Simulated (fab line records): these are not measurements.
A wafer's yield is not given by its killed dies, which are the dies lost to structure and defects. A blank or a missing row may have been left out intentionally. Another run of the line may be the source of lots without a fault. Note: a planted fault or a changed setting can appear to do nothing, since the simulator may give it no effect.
Which of the tools did it? | flow nand-harc | 14 lots, 42 wafers sampled, at 6 steps of a route of 1302

WHAT EACH GAUGE READ, for each wafer
NHARC_A_BLC_CD_MEAS_10 targets a cd of 100 nm.
lot  | measured     | on        | cd-nm (nm)
L757 | day 23 06:14 | cd-sem-01 | 100.1 100.2 100.1
L755 | day 23 07:56 | cd-sem-02 | 101.3 101.1 101.2
L754 | day 23 10:20 | cd-sem-03 | 100.9 99.7 100.4
L759 | day 24 05:57 | cd-sem-01 | 100.1 99.8 99.8
L758 | day 24 06:48 | cd-sem-03 | 100.0 100.6 99.5
L760 | day 25 05:20 | cd-sem-01 | 100.8 100.3 100.5
L761 | day 25 13:28 | cd-sem-01 | 99.9 99.4 99.4
L764 | day 27 14:19 | cd-sem-03 | 99.4 99.4 100.0
L763 | day 27 17:17 | cd-sem-03 | 99.7 99.6 98.7
L765 | day 28 08:23 | cd-sem-03 | 74.9 75.1 75.3
L770 | day 29 11:23 | cd-sem-03 | 76.3 76.0 76.2
L774 | day 30 22:52 | cd-sem-02 | 99.4 99.3 99.8
L775 | day 32 06:21 | cd-sem-01 | 99.1 98.5 98.8
L777 | day 33 00:34 | cd-sem-01 | 99.4 100.0 99.5

NHARC_A_BLC_CD_MEAS_19.
lot  | measured     | on        | cd-nm (nm)
L757 | day 23 07:23 | cd-sem-01 | 101.2 102.1 100.7
L755 | day 23 09:05 | cd-sem-01 | 101.9 101.9 102.0
L754 | day 23 11:29 | cd-sem-01 | 102.4 99.5 101.6
L759 | day 24 07:07 | cd-sem-03 | 99.6 98.4 99.9
L758 | day 24 07:58 | cd-sem-03 | 102.1 101.8 98.9
L760 | day 25 06:29 | cd-sem-01 | 101.7 100.7 99.0
L761 | day 25 15:05 | cd-sem-02 | 97.7 100.1 99.4
L764 | day 27 15:28 | cd-sem-01 | 101.2 101.9 100.6
L763 | day 27 18:26 | cd-sem-01 | 100.1 99.0 98.6
L765 | day 28 09:32 | cd-sem-03 | 74.0 73.7 74.4
L770 | day 29 12:32 | cd-sem-02 | 77.0 73.3 72.4
L774 | day 31 00:01 | cd-sem-03 | 101.1 98.9 101.5
L775 | day 32 07:31 | cd-sem-03 | 99.5 97.9 97.5
L777 | day 33 01:43 | cd-sem-02 | 102.5 100.4 100.7

TOOL THAT RAN EACH LOT (tool first, then ch and the chambers of the sampled wafers, then the start)
lot  | NHARC_A_CONTACT_STRIP_26                      | NHARC_A_CONTACT_CVD_19                   | NHARC_A_BLC_PEB_08                | NHARC_A_BLC_ETCH_17
L757 | rie-diel-01 ch 1,2,3, day 23 06:10 or earlier | cvd-w-02 ch 0,1, day 23 06:10 or earlier | litho-track-04 ch 0, day 23 06:10 | rie-diel-13 ch 0,1,3, day 23 07:23 or earlier
L755 | rie-diel-03 ch 1,2, day 23 07:51 or earlier   | cvd-w-01 ch 0,1, day 23 07:51 or earlier | litho-track-01 ch 0, day 23 07:51 | rie-diel-13 ch 1,2, day 23 09:05 or earlier
L754 | rie-diel-03 ch 2,3, day 23 10:14 or earlier   | cvd-w-01 ch 0, day 23 10:14 or earlier   | litho-track-06 ch 0, day 23 10:14 | rie-diel-13 ch 0,1,3, day 23 11:29 or earlier
L759 | rie-diel-01 ch 0,2, day 24 05:52 or earlier   | cvd-w-02 ch 0,1, day 24 05:52 or earlier | litho-track-06 ch 0, day 24 05:52 | rie-diel-13 ch 0,2, day 24 07:07 or earlier
L758 | rie-diel-01 ch 0,1, day 24 06:43 or earlier   | cvd-w-02 ch 1, day 24 06:43 or earlier   | litho-track-01 ch 0, day 24 06:43 | rie-diel-04 ch 1,2,3, day 24 07:58 or earlier
L760 | rie-diel-03 ch 0,3, day 25 05:15 or earlier   | cvd-w-02 ch 0,1, day 25 05:15 or earlier | litho-track-06 ch 0, day 25 05:15 | rie-diel-13 ch 2,3, day 25 06:29 or earlier
L761 | rie-diel-03 ch 0,2, day 25 13:23 or earlier   | cvd-w-02 ch 0,1, day 25 13:23 or earlier | litho-track-06 ch 0, day 25 13:23 | rie-diel-04 ch 1,3, day 25 15:05 or earlier
L764 | rie-diel-01 ch 1,3, day 27 14:14 or earlier   | cvd-w-01 ch 0,1, day 27 14:14 or earlier | litho-track-01 ch 0, day 27 14:14 | rie-diel-13 ch 1,3, day 27 15:28 or earlier
L763 | rie-diel-01 ch 0,3, day 27 17:12 or earlier   | cvd-w-01 ch 0,1, day 27 17:12 or earlier | litho-track-06 ch 0, day 27 17:12 | rie-diel-13 ch 2,3, day 27 18:26 or earlier
L765 | rie-diel-01 ch 0,1,3, day 28 08:18 or earlier | cvd-w-02 ch 0,1, day 28 08:18 or earlier | litho-track-06 ch 0, day 28 08:18 | rie-diel-12 ch 1,2,3, day 28 09:32 or earlier
L770 | rie-diel-01 ch 0,2,3, day 29 11:19 or earlier | cvd-w-01 ch 1, day 29 11:19 or earlier   | litho-track-06 ch 0, day 29 11:19 | rie-diel-04 ch 1,2, day 29 12:32 or earlier
L774 | rie-diel-01 ch 1,2, day 30 22:46 or earlier   | cvd-w-01 ch 0,1, day 30 22:46 or earlier | litho-track-01 ch 0, day 30 22:46 | rie-diel-04 ch 0,3, day 31 00:01 or earlier
L775 | rie-diel-08 ch 1,2,3, day 32 06:16 or earlier | cvd-w-01 ch 0,1, day 32 06:16 or earlier | litho-track-01 ch 0, day 32 06:16 | rie-diel-04 ch 0,2,3, day 32 07:31 or earlier
L777 | rie-diel-01 ch 2,3, day 33 00:29 or earlier   | cvd-w-02 ch 0,1, day 33 00:29 or earlier | litho-track-06 ch 0, day 33 00:29 | rie-diel-04 ch 2,3, day 33 01:43 or earlier
- NHARC_A_CONTACT_STRIP_26: strips in O2.
- NHARC_A_CONTACT_CVD_19: deposits W, target thk 300 nm, time 802 s.
- NHARC_A_BLC_PEB_08: peb time 65 s.
- NHARC_A_BLC_ETCH_17: etches the open film in N2/H2, target depth 390 nm, time 609.38 s.

WHAT THE TOOLS THEMSELVES READ (means of the sampled wafers that have a number; where no wafer has one, the mark that the record gives instead)
NHARC_A_CONTACT_STRIP_26.
lot  | tool        | drypump-motor-current-A (A) | o2-flow-sccm (sccm) | oes-product-au (a.u.) | rf-vpp-V (V) | showerhead-plenum-p-Torr (Torr) | throttle-valve-pct (%)
L757 | rie-diel-01 | 5.8                         | 499.0               | 0.996                 | 57.8         | 3.46                            | 17.039
L755 | rie-diel-03 | 5.5                         | 499.4               | 1.011                 | 57.4         | 3.56                            | 17.038
L754 | rie-diel-03 | 5.5                         | 500.4               | 0.990                 | 57.7         | 3.43                            | 17.039
L759 | rie-diel-01 | 5.5                         | 500.0               | 0.990                 | 58.2         | 3.43                            | 17.036
L758 | rie-diel-01 | 5.5                         | 502.9               | 0.999                 | 57.0         | 3.51                            | 17.042
L760 | rie-diel-03 | 5.2                         | 499.8               | 0.997                 | 57.4         | 3.54                            | 17.041
L761 | rie-diel-03 | 5.3                         | 500.9               | 0.996                 | 57.9         | 3.49                            | 17.038
L764 | rie-diel-01 | 5.7                         | 498.9               | 1.003                 | 58.4         | 3.47                            | 17.038
L763 | rie-diel-01 | 5.2                         | 500.4               | 0.992                 | 57.9         | 3.48                            | 17.050
L765 | rie-diel-01 | 5.6                         | 500.5               | 0.999                 | 58.0         | 3.49                            | 17.044
L770 | rie-diel-01 | 5.4                         | 500.0               | 0.994                 | 57.6         | 3.44                            | 17.043
L774 | rie-diel-01 | 5.9                         | 500.1               | 0.993                 | 57.5         | 3.44                            | 17.032
L775 | rie-diel-08 | 5.9                         | 498.7               | 0.987                 | 58.7         | 3.78                            | 17.041
L777 | rie-diel-01 | 5.6                         | 500.9               | 1.002                 | 56.3         | 3.40                            | 17.038

NHARC_A_CONTACT_CVD_19.
lot  | tool     | heater-power-w (W) | mfc-wf6-sccm (sccm) | throttle-valve-pct (%)
L757 | cvd-w-02 | 494                | 39.96               | 8.1
L755 | cvd-w-01 | 421                | 40.07               | 7.9
L754 | cvd-w-01 | 400                | 40.00               | 7.5
L759 | cvd-w-02 | 506                | 39.98               | 8.0
L758 | cvd-w-02 | 518                | 39.81               | 8.0
L760 | cvd-w-02 | 514                | 39.95               | 8.0
L761 | cvd-w-02 | 503                | 39.88               | 8.0
L764 | cvd-w-01 | 445                | 40.02               | 8.0
L763 | cvd-w-01 | 423                | 39.98               | 7.7
L765 | cvd-w-02 | 515                | 39.89               | 7.7
L770 | cvd-w-01 | 484                | 40.14               | 8.4
L774 | cvd-w-01 | 453                | 40.03               | 8.0
L775 | cvd-w-01 | 408                | 40.09               | 7.7
L777 | cvd-w-02 | 502                | 39.96               | 7.8

NHARC_A_BLC_PEB_08.
lot  | tool           | heater-power-total-W (W) | plate-temp-C (C)
L757 | litho-track-04 | 156.4                    | 100.00
L755 | litho-track-01 | 156.7                    | 99.86
L754 | litho-track-06 | 156.6                    | 100.01
L759 | litho-track-06 | 156.9                    | 99.96
L758 | litho-track-01 | 156.4                    | 99.97
L760 | litho-track-06 | 157.1                    | 100.09
L761 | litho-track-06 | 156.2                    | 100.00
L764 | litho-track-01 | 156.7                    | 100.01
L763 | litho-track-06 | 156.6                    | 99.99
L765 | litho-track-06 | 144.0                    | 94.12
L770 | litho-track-06 | 143.6                    | 94.25
L774 | litho-track-01 | 157.0                    | 100.04
L775 | litho-track-01 | 156.4                    | 99.82
L777 | litho-track-06 | 157.0                    | 99.89

NHARC_A_BLC_ETCH_17.
lot  | tool        | drypump-motor-current-A (A) | n2-flow-sccm (sccm) | oes-product-au (a.u.) | rf-vpp-V (V) | showerhead-plenum-p-Torr (Torr) | throttle-valve-pct (%)
L757 | rie-diel-13 | 5.86                        | 150.0               | 1.004                 | 432.4        | 2.12                            | 14.171
L755 | rie-diel-13 | 5.61                        | 150.0               | 1.007                 | 428.5        | 1.98                            | 14.174
L754 | rie-diel-13 | 5.89                        | 150.1               | 0.996                 | 432.2        | 2.12                            | 14.167
L759 | rie-diel-13 | 5.90                        | 150.0               | 1.005                 | 431.3        | 2.09                            | 14.166
L758 | rie-diel-04 | 5.45                        | 149.8               | 1.008                 | 430.3        | 2.03                            | 14.174
L760 | rie-diel-13 | 5.77                        | 150.1               | 1.003                 | 427.2        | 1.94                            | 14.180
L761 | rie-diel-04 | 5.36                        | 150.1               | 1.009                 | 431.4        | 2.05                            | 14.166
L764 | rie-diel-13 | 5.76                        | 150.1               | 0.999                 | 432.0        | 2.09                            | 14.169
L763 | rie-diel-13 | 5.91                        | 149.6               | 1.008                 | 428.6        | 1.98                            | 14.175
L765 | rie-diel-12 | 5.46                        | 149.9               | 0.991                 | 429.3        | 2.00                            | 14.163
L770 | rie-diel-04 | 5.47                        | 149.9               | 1.008                 | 428.8        | 1.97                            | 14.170
L774 | rie-diel-04 | 5.53                        | 149.8               | 1.012                 | 431.7        | 2.06                            | 14.176
L775 | rie-diel-04 | 5.61                        | 150.0               | 0.999                 | 430.7        | 2.04                            | 14.169
L777 | rie-diel-04 | 5.43                        | 150.2               | 1.002                 | 431.5        | 2.08                            | 14.171

THE ANSWER, worked out from the rows above alone
Rule: the usual values come from the lots themselves. Put in order of their means at a reading, lots are off if they are a third of the lots or fewer, leave a main group of 4 or more, and stand apart from it by a gap of 3 or more times the standard deviation of the main group's means; of several such gaps the widest counts. If all means in a main group match to the digits the tables above print for the reading, that group is not used. A lot without any number at a reading at which 4 lots or more have one is off too. The other lots that the step has rows for count as sound. Order of review: gauges by route order, followed by the tools' own readings, for which a lot's mean as printed above is used. The first step at which some lot is off is used, and at that step the reading that is off furthest; a lot without a number counts as furthest.
Off: L765, L770, at NHARC_A_BLC_CD_MEAS_10 (cd-nm). Main group: mean 99.9 nm, sd 0.6.
A tool fits if, at a process step before that reading, it ran every lot that is off, and no sound lot after the first of them. The gauges at NHARC_A_BLC_CD_MEAS_10 aren't tried: what is off there is off at NHARC_A_BLC_PEB_08 too, on other tools, and a gauge's error can't cause that. NHARC_A_CONTACT_STRIP_26: start missing for some lots; hours and lot order therefore follow NHARC_A_BLC_PEB_08. NHARC_A_CONTACT_CVD_19: start missing for some lots; hours and lot order therefore follow NHARC_A_BLC_PEB_08. None of those tried fits.

WHAT THE SIMULATOR PUT IN
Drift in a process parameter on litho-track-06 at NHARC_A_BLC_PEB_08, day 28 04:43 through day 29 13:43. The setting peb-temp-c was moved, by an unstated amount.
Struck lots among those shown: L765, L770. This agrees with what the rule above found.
